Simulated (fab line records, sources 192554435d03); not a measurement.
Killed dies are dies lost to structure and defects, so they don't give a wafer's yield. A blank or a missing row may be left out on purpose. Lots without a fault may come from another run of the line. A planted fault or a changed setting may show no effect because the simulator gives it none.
Chamber matching | flow n5_finfet | N5_BEOL_M8_ILD_DEP_00 on pecvd-03: 3 sister chambers
The step deposits SiCOH lowk from DEMS/porogen, target thk 179.75 nm, time 33.4 s. 20 wafers are shown with their chamber, then 10 later ones without.

WAFERS WITH THEIR CHAMBER
wafer  | chamber | throttle_valve_pct (%) | heater_power_w (W) | showerhead_plenum_p_Torr (Torr)
L074.2 | 2       | 13.8                   | 452                | 5.716
L074.3 | 2       | 13.8                   | 454                | 5.726
L074.5 | 2       | 13.8                   | 457                | 5.731
L081.2 | 2       | 13.7                   | 471                | 5.734
L081.3 | 0       | 16.1                   | 392                | 5.769
L081.4 | 0       | 16.1                   | 401                | 5.757
L084.1 | 1       | 13.5                   | 339                | 5.736
L084.4 | 0       | 16.0                   | 383                | 5.775
L084.6 | 0       | 15.9                   | 378                | 5.741
L085.1 | 0       | 16.1                   | 387                | 5.752
L085.2 | 1       | 13.4                   | 339                | 5.757
L085.4 | 1       | 13.1                   | 335                | 5.734
L088.1 | 2       | 13.8                   | 512                | 5.721
L088.2 | 1       | 13.1                   | 341                | 5.764
L088.6 | 1       | 13.4                   | 339                | 5.745
L087.1 | 2       | 13.8                   | 519                | 5.721
L087.2 | 1       | 12.9                   | 318                | 5.764
L087.4 | 1       | 13.2                   | 326                | 5.759
L089.1 | 2       | 14.0                   | 472                | 5.715
L089.2 | 1       | 13.3                   | 302                | 5.765

SIGNATURES (means of the wafers above)
reading                  | chamber 0 | chamber 1 | chamber 2 | scatter within a chamber
throttle_valve_pct       | 16.040    | 13.238    | 13.814    | 0.145
heater_power_w           | 388.20    | 329.88    | 476.71    | 19.2
showerhead_plenum_p_Torr | 5.75880   | 5.75300   | 5.72343   | 0.0114
Rule: a wafer's distance from a chamber is the root of the sum, over the readings, of the square of ((its reading less the chamber's mean) divided by the reading's scatter). The wafer belongs to the nearest chamber; if the next one is less than 2 further off, it can't be placed. The scatter: the root of (the sum of the squares of (reading less its chamber's mean) over the shown wafers, divided by (wafers less chambers)).

WAFERS WITHOUT THEIR CHAMBER
wafer  | throttle_valve_pct (%) | heater_power_w (W) | showerhead_plenum_p_Torr (Torr)
L089.6 | 13.4                   | 310                | 5.753
L086.2 | 13.9                   | 492                | 5.725
L086.4 | 13.9                   | 495                | 5.740
L086.6 | 13.6                   | 506                | 5.736
L094.4 | 13.8                   | 476                | 5.727
L094.5 | 13.4                   | 328                | 5.751
L094.6 | 16.0                   | 359                | 5.766
L097.1 | 16.0                   | 411                | 5.754
L097.4 | 16.1                   | 413                | 5.760
L097.6 | 13.9                   | 489                | 5.723

WHICH CHAMBER EACH WENT THROUGH
wafer  | from the rows above | in truth
L089.6 | 1                   | 1
L086.2 | 2                   | 2
L086.4 | 2                   | 2
L086.6 | 2                   | 2
L094.4 | 2                   | 2
L094.5 | 1                   | 1
L094.6 | 0                   | 0
L097.1 | 0                   | 0
L097.4 | 0                   | 0
L097.6 | 2                   | 2
Placed correctly: 10 of 10. Can't be placed from these rows: 0. Placed wrongly: 0.
